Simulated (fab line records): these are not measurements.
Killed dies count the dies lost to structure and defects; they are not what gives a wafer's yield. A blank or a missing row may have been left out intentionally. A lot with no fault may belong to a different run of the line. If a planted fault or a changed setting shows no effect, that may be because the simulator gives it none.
Chamber matching || flow n5-finfet || N5_BEOL_M10_ETCH_65 on rie-diel-02: 4 sister chambers
The step etches SiARC in CF4, target depth 39 nm, time 65 s. 30 wafers are shown with their chamber, then 12 later ones without.

== WAFERS PAIRED WITH THEIR CHAMBERS ==
{"wafer": "L076.1", "chamber": 0, "drypump-motor-current-A (A)": 6.2, "etch-rf-on-time-s (s)": 65.5, "oes-product-au (a.u.)": 0.58}
{"wafer": "L076.4", "chamber": 3, "drypump-motor-current-A (A)": 6.5, "etch-rf-on-time-s (s)": 69.8, "oes-product-au (a.u.)": 0.57}
{"wafer": "L076.6", "chamber": 0, "drypump-motor-current-A (A)": 6.1, "etch-rf-on-time-s (s)": 64.2, "oes-product-au (a.u.)": 0.58}
{"wafer": "L077.2", "chamber": 0, "drypump-motor-current-A (A)": 6.2, "etch-rf-on-time-s (s)": 63.7, "oes-product-au (a.u.)": 0.59}
{"wafer": "L077.3", "chamber": 3, "drypump-motor-current-A (A)": 6.6, "etch-rf-on-time-s (s)": 69.2, "oes-product-au (a.u.)": 0.57}
{"wafer": "L077.4", "chamber": 2, "drypump-motor-current-A (A)": 5.6, "etch-rf-on-time-s (s)": 65.3, "oes-product-au (a.u.)": 0.84}
{"wafer": "L078.3", "chamber": 1, "drypump-motor-current-A (A)": 5.9, "etch-rf-on-time-s (s)": 68.7, "oes-product-au (a.u.)": 0.74}
{"wafer": "L078.4", "chamber": 3, "drypump-motor-current-A (A)": 6.5, "etch-rf-on-time-s (s)": 69.6, "oes-product-au (a.u.)": 0.56}
{"wafer": "L078.6", "chamber": 3, "drypump-motor-current-A (A)": 6.5, "etch-rf-on-time-s (s)": 69.5, "oes-product-au (a.u.)": 0.56}
{"wafer": "L079.1", "chamber": 0, "drypump-motor-current-A (A)": 6.1, "etch-rf-on-time-s (s)": 65.2, "oes-product-au (a.u.)": 0.57}
{"wafer": "L079.4", "chamber": 1, "drypump-motor-current-A (A)": 5.9, "etch-rf-on-time-s (s)": 67.7, "oes-product-au (a.u.)": 0.74}
{"wafer": "L079.6", "chamber": 3, "drypump-motor-current-A (A)": 6.5, "etch-rf-on-time-s (s)": 68.9, "oes-product-au (a.u.)": 0.56}
{"wafer": "L081.2", "chamber": 2, "drypump-motor-current-A (A)": 5.6, "etch-rf-on-time-s (s)": 65.3, "oes-product-au (a.u.)": 0.79}
{"wafer": "L081.4", "chamber": 0, "drypump-motor-current-A (A)": 6.1, "etch-rf-on-time-s (s)": 65.3, "oes-product-au (a.u.)": 0.58}
{"wafer": "L081.6", "chamber": 0, "drypump-motor-current-A (A)": 6.1, "etch-rf-on-time-s (s)": 65.4, "oes-product-au (a.u.)": 0.57}
{"wafer": "L080.1", "chamber": 1, "drypump-motor-current-A (A)": 5.9, "etch-rf-on-time-s (s)": 68.4, "oes-product-au (a.u.)": 0.73}
{"wafer": "L080.2", "chamber": 3, "drypump-motor-current-A (A)": 6.6, "etch-rf-on-time-s (s)": 69.2, "oes-product-au (a.u.)": 0.56}
{"wafer": "L080.3", "chamber": 2, "drypump-motor-current-A (A)": 5.6, "etch-rf-on-time-s (s)": 65.7, "oes-product-au (a.u.)": 0.78}
{"wafer": "L083.1", "chamber": 0, "drypump-motor-current-A (A)": 6.1, "etch-rf-on-time-s (s)": 65.4, "oes-product-au (a.u.)": 0.57}
{"wafer": "L083.3", "chamber": 2, "drypump-motor-current-A (A)": 5.6, "etch-rf-on-time-s (s)": 66.4, "oes-product-au (a.u.)": 0.77}
{"wafer": "L083.6", "chamber": 0, "drypump-motor-current-A (A)": 6.2, "etch-rf-on-time-s (s)": 65.2, "oes-product-au (a.u.)": 0.57}
{"wafer": "L084.1", "chamber": 0, "drypump-motor-current-A (A)": 6.1, "etch-rf-on-time-s (s)": 65.0, "oes-product-au (a.u.)": 0.57}
{"wafer": "L084.2", "chamber": 1, "drypump-motor-current-A (A)": 5.9, "etch-rf-on-time-s (s)": 68.6, "oes-product-au (a.u.)": 0.72}
{"wafer": "L084.5", "chamber": 2, "drypump-motor-current-A (A)": 5.6, "etch-rf-on-time-s (s)": 65.6, "oes-product-au (a.u.)": 0.78}
{"wafer": "L088.1", "chamber": 2, "drypump-motor-current-A (A)": 5.6, "etch-rf-on-time-s (s)": 65.4, "oes-product-au (a.u.)": 0.76}
{"wafer": "L088.2", "chamber": 0, "drypump-motor-current-A (A)": 6.1, "etch-rf-on-time-s (s)": 62.6, "oes-product-au (a.u.)": 0.84}
{"wafer": "L088.3", "chamber": 1, "drypump-motor-current-A (A)": 5.9, "etch-rf-on-time-s (s)": 68.6, "oes-product-au (a.u.)": 0.71}
{"wafer": "L087.1", "chamber": 2, "drypump-motor-current-A (A)": 5.6, "etch-rf-on-time-s (s)": 66.2, "oes-product-au (a.u.)": 0.75}
{"wafer": "L087.2", "chamber": 1, "drypump-motor-current-A (A)": 5.9, "etch-rf-on-time-s (s)": 69.9, "oes-product-au (a.u.)": 0.70}
{"wafer": "L087.3", "chamber": 0, "drypump-motor-current-A (A)": 6.1, "etch-rf-on-time-s (s)": 63.9, "oes-product-au (a.u.)": 0.83}

SIGNATURES (means of the wafers above)
{"reading": "drypump-motor-current-A", "chamber 0": 6.127, "chamber 1": 5.900, "chamber 2": 5.600, "chamber 3": 6.533, "scatter within a chamber": 0.0368}
{"reading": "etch-rf-on-time-s", "chamber 0": 64.673, "chamber 1": 68.650, "chamber 2": 65.700, "chamber 3": 69.367, "scatter within a chamber": 0.71}
{"reading": "oes-product-au", "chamber 0": 0.6227, "chamber 1": 0.7233, "chamber 2": 0.7814, "chamber 3": 0.5633, "scatter within a chamber": 0.0671}
Rule: a wafer lies at a distance from a chamber equal to the root of the sum of squares, over the readings, of (its reading less the chamber's mean, divided by the reading's scatter). If the next closest chamber is less than 2 further off than the closest, the wafer can't be placed; otherwise it belongs to the closest. The scatter is the square root of a quotient: the sum, over the shown wafers, of each reading's squared deviation from its chamber's mean, divided by wafers minus chambers.

== WAFERS WITHOUT THEIR CHAMBER ==
{"wafer": "L087.4", "drypump-motor-current-A (A)": 5.9, "etch-rf-on-time-s (s)": 70.3, "oes-product-au (a.u.)": 0.70}
{"wafer": "L087.5", "drypump-motor-current-A (A)": 5.6, "etch-rf-on-time-s (s)": 65.8, "oes-product-au (a.u.)": 0.76}
{"wafer": "L087.6", "drypump-motor-current-A (A)": 6.1, "etch-rf-on-time-s (s)": 63.8, "oes-product-au (a.u.)": 0.84}
{"wafer": "L089.1", "drypump-motor-current-A (A)": 5.6, "etch-rf-on-time-s (s)": 64.7, "oes-product-au (a.u.)": 0.75}
{"wafer": "L089.3", "drypump-motor-current-A (A)": 6.1, "etch-rf-on-time-s (s)": 62.4, "oes-product-au (a.u.)": 0.82}
{"wafer": "L089.4", "drypump-motor-current-A (A)": 6.2, "etch-rf-on-time-s (s)": 62.5, "oes-product-au (a.u.)": 0.83}
{"wafer": "L091.3", "drypump-motor-current-A (A)": 5.9, "etch-rf-on-time-s (s)": 70.7, "oes-product-au (a.u.)": 0.68}
{"wafer": "L091.4", "drypump-motor-current-A (A)": 6.1, "etch-rf-on-time-s (s)": 63.6, "oes-product-au (a.u.)": 0.80}
{"wafer": "L091.6", "drypump-motor-current-A (A)": 5.6, "etch-rf-on-time-s (s)": 66.6, "oes-product-au (a.u.)": 0.73}
{"wafer": "L093.1", "drypump-motor-current-A (A)": 5.9, "etch-rf-on-time-s (s)": 69.6, "oes-product-au (a.u.)": 0.69}
{"wafer": "L093.4", "drypump-motor-current-A (A)": 6.6, "etch-rf-on-time-s (s)": 67.0, "oes-product-au (a.u.)": 0.81}
{"wafer": "L093.6", "drypump-motor-current-A (A)": 5.9, "etch-rf-on-time-s (s)": 69.7, "oes-product-au (a.u.)": 0.68}

== WHICH CHAMBER EACH WENT THROUGH ==
{"wafer": "L087.4", "from the rows above": 1, "in truth": 1}
{"wafer": "L087.5", "from the rows above": 2, "in truth": 2}
{"wafer": "L087.6", "from the rows above": 0, "in truth": 0}
{"wafer": "L089.1", "from the rows above": 2, "in truth": 2}
{"wafer": "L089.3", "from the rows above": 0, "in truth": 0}
{"wafer": "L089.4", "from the rows above": 0, "in truth": 0}
{"wafer": "L091.3", "from the rows above": 1, "in truth": 1}
{"wafer": "L091.4", "from the rows above": 0, "in truth": 0}
{"wafer": "L091.6", "from the rows above": 2, "in truth": 2}
{"wafer": "L093.1", "from the rows above": 1, "in truth": 1}
{"wafer": "L093.4", "from the rows above": 3, "in truth": 3}
{"wafer": "L093.6", "from the rows above": 1, "in truth": 1}
Correctly placed: 12 of 12. From these rows, 0 cannot be placed. Wrongly placed: 0.
